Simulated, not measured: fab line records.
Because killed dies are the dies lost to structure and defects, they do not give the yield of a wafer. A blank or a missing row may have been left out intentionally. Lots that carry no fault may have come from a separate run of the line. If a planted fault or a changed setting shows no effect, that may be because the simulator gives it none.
The tool behind it: which one? || flow n5_finfet || 11 lots, 32 wafers sampled, at 5 steps of a route of 1938

== WHAT THE GAUGES READ, wafer by wafer ==
Not one reading of a measure or inspect step in the record can be checked against a usual standard deviation.

== TOOL THAT RAN EACH LOT (tool first, then ch and the chambers of the sampled wafers, then the start) ==
{"lot": "L842", "N5_MIM_TOP_ALD_00": "ald_hk-03 ch 0,1,2, day 11 00:22", "N5_MIM_TOP_DEGAS_04": "pvd_sputter-03, day 11 01:38", "N5_MIM_TOP_SPUTTER_03": "pvd_sputter-03, day 11 01:40", "N5_PASSIVATION_VIA_ETCH_13": "rie_diel-06 ch 2,3, day 11 05:31", "N5_PASSIVATION_PROBE_49": "-"}
{"lot": "L843", "N5_MIM_TOP_ALD_00": "ald_hk-03 ch 0,3, day 11 15:00", "N5_MIM_TOP_DEGAS_04": "pvd_sputter-01, day 11 16:56", "N5_MIM_TOP_SPUTTER_03": "pvd_sputter-01, day 11 16:58", "N5_PASSIVATION_VIA_ETCH_13": "rie_diel-01 ch 1,2, day 11 20:34", "N5_PASSIVATION_PROBE_49": "-"}
{"lot": "L844", "N5_MIM_TOP_ALD_00": "ald_hk-02 ch 1,2,3, day 12 04:03", "N5_MIM_TOP_DEGAS_04": "pvd_sputter-03, day 12 04:50", "N5_MIM_TOP_SPUTTER_03": "pvd_sputter-03, day 12 04:52", "N5_PASSIVATION_VIA_ETCH_13": "rie_diel-01 ch 0,3, day 12 07:54", "N5_PASSIVATION_PROBE_49": "prober-01, day 12 14:33"}
{"lot": "L846", "N5_MIM_TOP_ALD_00": "ald_hk-03 ch 0,1,3, day 12 18:40", "N5_MIM_TOP_DEGAS_04": "pvd_sputter-02, day 12 19:27", "N5_MIM_TOP_SPUTTER_03": "pvd_sputter-02, day 12 19:29", "N5_PASSIVATION_VIA_ETCH_13": "rie_diel-01 ch 2,3, day 12 22:26", "N5_PASSIVATION_PROBE_49": "-"}
{"lot": "L849", "N5_MIM_TOP_ALD_00": "ald_hk-03 ch 0,2,3, day 13 05:20", "N5_MIM_TOP_DEGAS_04": "pvd_sputter-03, day 13 06:33", "N5_MIM_TOP_SPUTTER_03": "pvd_sputter-03, day 13 06:35", "N5_PASSIVATION_VIA_ETCH_13": "rie_diel-06 ch 0,2,3, day 13 10:54", "N5_PASSIVATION_PROBE_49": "-"}
{"lot": "L850", "N5_MIM_TOP_ALD_00": "ald_hk-03 ch 0,1,3, day 14 01:53", "N5_MIM_TOP_DEGAS_04": "pvd_sputter-01, day 14 02:35", "N5_MIM_TOP_SPUTTER_03": "pvd_sputter-01, day 14 02:37", "N5_PASSIVATION_VIA_ETCH_13": "rie_diel-02 ch 1,3, day 14 10:25", "N5_PASSIVATION_PROBE_49": "prober-01, day 14 16:55"}
{"lot": "L851", "N5_MIM_TOP_ALD_00": "ald_hk-02 ch 0,1,3, day 14 06:23", "N5_MIM_TOP_DEGAS_04": "pvd_sputter-01, day 14 10:44", "N5_MIM_TOP_SPUTTER_03": "pvd_sputter-01, day 14 10:47", "N5_PASSIVATION_VIA_ETCH_13": "rie_diel-06 ch 0,1,3, day 14 15:33", "N5_PASSIVATION_PROBE_49": "prober-01, day 14 22:52"}
{"lot": "L855", "N5_MIM_TOP_ALD_00": "ald_hk-03 ch 1,2, day 14 20:42", "N5_MIM_TOP_DEGAS_04": "pvd_sputter-01, day 14 21:38", "N5_MIM_TOP_SPUTTER_03": "pvd_sputter-01, day 14 21:41", "N5_PASSIVATION_VIA_ETCH_13": "rie_diel-06 ch 0,1, day 15 03:20", "N5_PASSIVATION_PROBE_49": "prober-02, day 15 09:58"}
{"lot": "L862", "N5_MIM_TOP_ALD_00": "ald_hk-02 ch 0,1,2, day 17 09:18", "N5_MIM_TOP_DEGAS_04": "pvd_sputter-02, day 17 09:51", "N5_MIM_TOP_SPUTTER_03": "pvd_sputter-02, day 17 09:53", "N5_PASSIVATION_VIA_ETCH_13": "rie_diel-01 ch 0,1, day 17 19:03", "N5_PASSIVATION_PROBE_49": "prober-01, day 18 02:25"}
{"lot": "L861", "N5_MIM_TOP_ALD_00": "ald_hk-01 ch 2,3, day 17 12:29", "N5_MIM_TOP_DEGAS_04": "pvd_sputter-02, day 17 13:29", "N5_MIM_TOP_SPUTTER_03": "pvd_sputter-02, day 17 13:32", "N5_PASSIVATION_VIA_ETCH_13": "rie_diel-01 ch 1,2, day 17 19:34", "N5_PASSIVATION_PROBE_49": "-"}
{"lot": "L864", "N5_MIM_TOP_ALD_00": "ald_hk-03 ch 1,3, day 17 13:50", "N5_MIM_TOP_DEGAS_04": "pvd_sputter-01, day 17 18:28", "N5_MIM_TOP_SPUTTER_03": "pvd_sputter-01, day 17 18:30", "N5_PASSIVATION_VIA_ETCH_13": "rie_diel-01 ch 0,1, day 17 22:44", "N5_PASSIVATION_PROBE_49": "-"}
- N5_MIM_TOP_ALD_00: deposits Al2O3, purge time 3 s, co reactant pulse time 3 s.
- N5_MIM_TOP_DEGAS_04: time 60 s.
- N5_MIM_TOP_SPUTTER_03: material TiN, target thk 35 nm, time 89.7 s.
- N5_PASSIVATION_VIA_ETCH_13: etches SiO2 in CHF3/O2, target depth 660 nm, time 330 s.
- N5_PASSIVATION_PROBE_49

== AS READ BY THE TOOLS THEMSELVES (means over the sampled wafers that have a number; for cases with no such wafer, the mark the record gives instead) ==
N5_MIM_TOP_ALD_00. Usual: precursor_pulse_height_rel at 1.001, with a standard deviation of 0.022.
{"lot": "L842", "tool": "ald_hk-03", "precursor_pulse_height_rel": 0.996, "flag": ""}
{"lot": "L843", "tool": "ald_hk-03", "precursor_pulse_height_rel": 1.015, "flag": ""}
{"lot": "L844", "tool": "ald_hk-02", "precursor_pulse_height_rel": 0.995, "flag": ""}
{"lot": "L846", "tool": "ald_hk-03", "precursor_pulse_height_rel": 0.998, "flag": ""}
{"lot": "L849", "tool": "ald_hk-03", "precursor_pulse_height_rel": 1.003, "flag": ""}
{"lot": "L850", "tool": "ald_hk-03", "precursor_pulse_height_rel": 1.002, "flag": ""}
{"lot": "L851", "tool": "ald_hk-02", "precursor_pulse_height_rel": 1.003, "flag": ""}
{"lot": "L855", "tool": "ald_hk-03", "precursor_pulse_height_rel": 1.016, "flag": ""}
{"lot": "L862", "tool": "ald_hk-02", "precursor_pulse_height_rel": 1.005, "flag": ""}
{"lot": "L861", "tool": "ald_hk-01", "precursor_pulse_height_rel": 0.989, "flag": ""}
{"lot": "L864", "tool": "ald_hk-03", "precursor_pulse_height_rel": 0.982, "flag": ""}

N5_MIM_TOP_DEGAS_04. Usual: heater_power_w at 489 W, with a standard deviation of 40.
{"lot": "L842", "tool": "pvd_sputter-03", "heater_power_w (W)": 469, "flag": ""}
{"lot": "L843", "tool": "pvd_sputter-01", "heater_power_w (W)": 493, "flag": ""}
{"lot": "L844", "tool": "pvd_sputter-03", "heater_power_w (W)": 491, "flag": ""}
{"lot": "L846", "tool": "pvd_sputter-02", "heater_power_w (W)": 518, "flag": ""}
{"lot": "L849", "tool": "pvd_sputter-03", "heater_power_w (W)": 493, "flag": ""}
{"lot": "L850", "tool": "pvd_sputter-01", "heater_power_w (W)": 474, "flag": ""}
{"lot": "L851", "tool": "pvd_sputter-01", "heater_power_w (W)": 477, "flag": ""}
{"lot": "L855", "tool": "pvd_sputter-01", "heater_power_w (W)": 488, "flag": ""}
{"lot": "L862", "tool": "pvd_sputter-02", "heater_power_w (W)": 566, "flag": ""}
{"lot": "L861", "tool": "pvd_sputter-02", "heater_power_w (W)": 496, "flag": ""}
{"lot": "L864", "tool": "pvd_sputter-01", "heater_power_w (W)": 485, "flag": ""}

N5_MIM_TOP_SPUTTER_03. Usual: throttle_valve_pct at 30.1 %, with a standard deviation of 0.95.
{"lot": "L842", "tool": "pvd_sputter-03", "throttle_valve_pct (%)": 29.3, "flag": ""}
{"lot": "L843", "tool": "pvd_sputter-01", "throttle_valve_pct (%)": 31.1, "flag": ""}
{"lot": "L844", "tool": "pvd_sputter-03", "throttle_valve_pct (%)": 30.3, "flag": ""}
{"lot": "L846", "tool": "pvd_sputter-02", "throttle_valve_pct (%)": 29.4, "flag": ""}
{"lot": "L849", "tool": "pvd_sputter-03", "throttle_valve_pct (%)": 30.3, "flag": ""}
{"lot": "L850", "tool": "pvd_sputter-01", "throttle_valve_pct (%)": 31.1, "flag": ""}
{"lot": "L851", "tool": "pvd_sputter-01", "throttle_valve_pct (%)": 30.6, "flag": ""}
{"lot": "L855", "tool": "pvd_sputter-01", "throttle_valve_pct (%)": 30.4, "flag": ""}
{"lot": "L862", "tool": "pvd_sputter-02", "throttle_valve_pct (%)": 29.5, "flag": ""}
{"lot": "L861", "tool": "pvd_sputter-02", "throttle_valve_pct (%)": 29.1, "flag": ""}
{"lot": "L864", "tool": "pvd_sputter-01", "throttle_valve_pct (%)": 31.0, "flag": ""}

N5_PASSIVATION_VIA_ETCH_13. Usual: O2_flow_sccm 5.001 sccm, standard deviation 0.016; drypump_motor_current_A 5.7 A, standard deviation 0.51; etch_rf_on_time_s 237 s, standard deviation 4.2; oes_product_au 0.73 a.u., standard deviation 0.075; rf_vpp_V 523 V, standard deviation 7; showerhead_plenum_p_Torr 2.38 Torr, standard deviation 0.078; throttle_valve_pct 18.73 %, standard deviation 0.19.
{"lot": "L842", "tool": "rie_diel-06", "O2_flow_sccm (sccm)": 5.003, "drypump_motor_current_A (A)": 5.8, "etch_rf_on_time_s (s)": 239, "oes_product_au (a.u.)": 0.70, "rf_vpp_V (V)": 522, "showerhead_plenum_p_Torr (Torr)": 2.35, "throttle_valve_pct (%)": 18.68, "flag": ""}
{"lot": "L843", "tool": "rie_diel-01", "O2_flow_sccm (sccm)": 4.987, "drypump_motor_current_A (A)": 5.2, "etch_rf_on_time_s (s)": 241, "oes_product_au (a.u.)": 0.69, "rf_vpp_V (V)": 519, "showerhead_plenum_p_Torr (Torr)": 2.32, "throttle_valve_pct (%)": 18.61, "flag": ""}
{"lot": "L844", "tool": "rie_diel-01", "O2_flow_sccm (sccm)": 5.003, "drypump_motor_current_A (A)": 5.4, "etch_rf_on_time_s (s)": 241, "oes_product_au (a.u.)": 0.67, "rf_vpp_V (V)": 530, "showerhead_plenum_p_Torr (Torr)": 2.44, "throttle_valve_pct (%)": 18.96, "flag": ""}
{"lot": "L846", "tool": "rie_diel-01", "O2_flow_sccm (sccm)": 4.995, "drypump_motor_current_A (A)": 4.8, "etch_rf_on_time_s (s)": 235, "oes_product_au (a.u.)": 0.71, "rf_vpp_V (V)": 523, "showerhead_plenum_p_Torr (Torr)": 2.32, "throttle_valve_pct (%)": 18.67, "flag": ""}
{"lot": "L849", "tool": "rie_diel-06", "O2_flow_sccm (sccm)": 4.987, "drypump_motor_current_A (A)": 5.8, "etch_rf_on_time_s (s)": 235, "oes_product_au (a.u.)": 0.72, "rf_vpp_V (V)": 521, "showerhead_plenum_p_Torr (Torr)": 2.35, "throttle_valve_pct (%)": 18.68, "flag": ""}
{"lot": "L850", "tool": "rie_diel-02", "O2_flow_sccm (sccm)": 4.995, "drypump_motor_current_A (A)": 5.9, "etch_rf_on_time_s (s)": 238, "oes_product_au (a.u.)": 0.72, "rf_vpp_V (V)": 520, "showerhead_plenum_p_Torr (Torr)": 2.39, "throttle_valve_pct (%)": 18.87, "flag": ""}
{"lot": "L851", "tool": "rie_diel-06", "O2_flow_sccm (sccm)": 4.981, "drypump_motor_current_A (A)": 6.1, "etch_rf_on_time_s (s)": 179, "oes_product_au (a.u.)": 0.92, "rf_vpp_V (V)": 525, "showerhead_plenum_p_Torr (Torr)": 2.40, "throttle_valve_pct (%)": 18.79, "flag": "OFF"}
{"lot": "L855", "tool": "rie_diel-06", "O2_flow_sccm (sccm)": 5.018, "drypump_motor_current_A (A)": 6.2, "etch_rf_on_time_s (s)": 189, "oes_product_au (a.u.)": 0.90, "rf_vpp_V (V)": 528, "showerhead_plenum_p_Torr (Torr)": 2.43, "throttle_valve_pct (%)": 18.82, "flag": "OFF"}
{"lot": "L862", "tool": "rie_diel-01", "O2_flow_sccm (sccm)": 5.011, "drypump_motor_current_A (A)": 5.8, "etch_rf_on_time_s (s)": 244, "oes_product_au (a.u.)": 0.62, "rf_vpp_V (V)": 519, "showerhead_plenum_p_Torr (Torr)": 2.35, "throttle_valve_pct (%)": 18.84, "flag": ""}
{"lot": "L861", "tool": "rie_diel-01", "O2_flow_sccm (sccm)": 5.002, "drypump_motor_current_A (A)": 5.3, "etch_rf_on_time_s (s)": 238, "oes_product_au (a.u.)": 0.66, "rf_vpp_V (V)": 519, "showerhead_plenum_p_Torr (Torr)": 2.31, "throttle_valve_pct (%)": 18.69, "flag": ""}
{"lot": "L864", "tool": "rie_diel-01", "O2_flow_sccm (sccm)": 5.012, "drypump_motor_current_A (A)": 5.7, "etch_rf_on_time_s (s)": 246, "oes_product_au (a.u.)": 0.62, "rf_vpp_V (V)": 525, "showerhead_plenum_p_Torr (Torr)": 2.42, "throttle_valve_pct (%)": 19.01, "flag": ""}

N5_PASSIVATION_PROBE_49. Usual: defect_limited_yield 91.3 %, standard deviation 1.4; killed_at_M0_to_M3 35, standard deviation 11; killed_at_M4_up 14, standard deviation 5.4; killed_at_contacts 12, standard deviation 6.2; killed_at_front_end 38, standard deviation 11; killed_at_other 4.1, standard deviation 2.8; killed_dies 103, standard deviation 17; killed_on_rim 13, standard deviation 4; killed_open 66, standard deviation 13; killed_short 34, standard deviation 8.2; sort_bin_5_function 5.1 %, standard deviation 0.89; sort_bin_6_memory 3.3 %, standard deviation 0.72; sort_n_pass 1077, standard deviation 17; sort_yield_pct 91.3 %, standard deviation 1.4.
{"lot": "L844", "tool": "prober-01", "defect_limited_yield (%)": 91.4, "killed_at_M0_to_M3": 29, "killed_at_M4_up": 17, "killed_at_contacts": 10, "killed_at_front_end": 44, "killed_at_other": 1.7, "killed_dies": 102, "killed_on_rim": 8, "killed_open": 67, "killed_short": 31, "sort_bin_5_function (%)": 5.1, "sort_bin_6_memory (%)": 3.2, "sort_n_pass": 1078, "sort_yield_pct (%)": 91.4, "flag": ""}
{"lot": "L850", "tool": "prober-01", "defect_limited_yield (%)": 91.7, "killed_at_M0_to_M3": 40, "killed_at_M4_up": 11, "killed_at_contacts": 8, "killed_at_front_end": 33, "killed_at_other": 6.0, "killed_dies": 99, "killed_on_rim": 14, "killed_open": 61, "killed_short": 35, "sort_bin_5_function (%)": 4.9, "sort_bin_6_memory (%)": 3.1, "sort_n_pass": 1081, "sort_yield_pct (%)": 91.7, "flag": ""}
{"lot": "L851", "tool": "prober-01", "defect_limited_yield (%)": 90.9, "killed_at_M0_to_M3": 24, "killed_at_M4_up": 14, "killed_at_contacts": 22, "killed_at_front_end": 44, "killed_at_other": 2.3, "killed_dies": 107, "killed_on_rim": 12, "killed_open": 70, "killed_short": 34, "sort_bin_5_function (%)": 5.8, "sort_bin_6_memory (%)": 3.0, "sort_n_pass": 1073, "sort_yield_pct (%)": 90.9, "flag": ""}
{"lot": "L855", "tool": "prober-02", "defect_limited_yield (%)": 91.0, "killed_at_M0_to_M3": 25, "killed_at_M4_up": 14, "killed_at_contacts": 10, "killed_at_front_end": 54, "killed_at_other": 5.0, "killed_dies": 107, "killed_on_rim": 15, "killed_open": 70, "killed_short": 34, "sort_bin_5_function (%)": 5.2, "sort_bin_6_memory (%)": 3.5, "sort_n_pass": 1073, "sort_yield_pct (%)": 91.0, "flag": ""}
{"lot": "L862", "tool": "prober-01", "defect_limited_yield (%)": 89.7, "killed_at_M0_to_M3": 54, "killed_at_M4_up": 10, "killed_at_contacts": 13, "killed_at_front_end": 42, "killed_at_other": 3.7, "killed_dies": 122, "killed_on_rim": 14, "killed_open": 78, "killed_short": 41, "sort_bin_5_function (%)": 6.0, "sort_bin_6_memory (%)": 3.7, "sort_n_pass": 1058, "sort_yield_pct (%)": 89.7, "flag": ""}

== THE ANSWER, worked out from the rows above alone ==
Rule: a lot counts as off when the mean over its wafers that have a number is more than 3 standard deviations away from the usual mean. Also off: a lot with no number at a reading for which 4 or more lots have one. Where the step has rows for the other lots, those lots are counted as sound. After the gauges, taken in route order, come the tools' own readings; for these a lot's mean is taken, as printed above. At the first step where some lot is off, the reading lying furthest off is the one used; lots without a number count as furthest.
Off at N5_PASSIVATION_VIA_ETCH_13 (etch_rf_on_time_s): L851, L855.
A tool fits if, at that step or a process step before it, it ran every lot that is off, and no sound lot after the first of them. One fits: rie_diel-06 at N5_PASSIVATION_VIA_ETCH_13. A fault onset in the window from L849 (day 13 10:54, its last sound lot) to L851 (day 14 15:33, its first lot off) fits.
The tool's own readings at N5_PASSIVATION_VIA_ETCH_13 bear it out: on the lots that are off they differ by more than 5 times the standard deviation of the sound lots' means. etch_rf_on_time_s reads 184 s there against 240 s on the sound lots; oes_product_au reads 0.91 a.u. there against 0.68 a.u. on the sound lots.

== WHAT HAD BEEN PUT IN BY THE SIMULATOR ==
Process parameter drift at N5_PASSIVATION_VIA_ETCH_13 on rie_diel-06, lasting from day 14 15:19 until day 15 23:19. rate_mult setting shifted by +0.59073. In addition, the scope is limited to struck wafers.
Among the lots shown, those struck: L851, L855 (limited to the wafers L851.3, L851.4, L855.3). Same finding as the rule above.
